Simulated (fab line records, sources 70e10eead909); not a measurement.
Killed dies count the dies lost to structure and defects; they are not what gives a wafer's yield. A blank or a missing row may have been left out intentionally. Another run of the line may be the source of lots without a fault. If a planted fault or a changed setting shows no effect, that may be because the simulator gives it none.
Matching of chambers    flow nand harc    NHARC_A_DECK1_JOINT_CMP_02 on cmp-02 has 4 sister chambers
The step polishes SiOx. 8 wafers are shown with their chamber, then 7 later ones without.

## WAFERS PAIRED WITH THEIR CHAMBERS
wafer   chamber  motor current A (A)  slurry flow ml min
L755.4  0        11.0                 150.4
L755.5  0        10.5                 149.4
L756.5  2        13.9                 149.6
L759.2  1        10.8                 150.2
L759.4  3        12.9                 150.0
L759.5  3        13.5                 150.3
L762.2  1        10.6                 149.8
L762.4  2        14.0                 151.2

## WAFERS WITH NO CHAMBER GIVEN
wafer   motor current A (A)  slurry flow ml min
L762.6  10.4                 149.4
L765.1  10.5                 148.8
L765.3  13.1                 149.5
L765.6  9.7                  148.7
L766.1  14.0                 149.6
L766.4  10.2                 150.2
L766.5  10.5                 149.8

## WHICH CHAMBER EACH WENT THROUGH
wafer    from the rows above       in truth
L762.6   can't be placed: 1 or 0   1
L765.1   can't be placed: 0 or 1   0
L765.3   3                         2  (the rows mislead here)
L765.6   can't be placed: 1 or 0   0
L766.1   can't be placed: 2 or 3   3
L766.4   can't be placed: 1 or 0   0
L766.5   can't be placed: 1 or 0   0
Correct placement for 0 of the 7. Not placeable from these rows: 6 (in 6, the candidates include the true chamber). Number placed wrongly: 1.
How it was worked out, from the rows above alone: a wafer's distance from a chamber is the root of the sum, over the readings, of the square of ((its reading less the chamber's mean) divided by the reading's scatter). If the next closest chamber is less than 2 further off than the closest, the wafer can't be placed; otherwise it belongs to the closest. A chamber's mean is the mean of its shown wafers. The scatter is the square root of a quotient: the sum, over the shown wafers, of each reading's squared deviation from its chamber's mean, divided by wafers minus chambers.
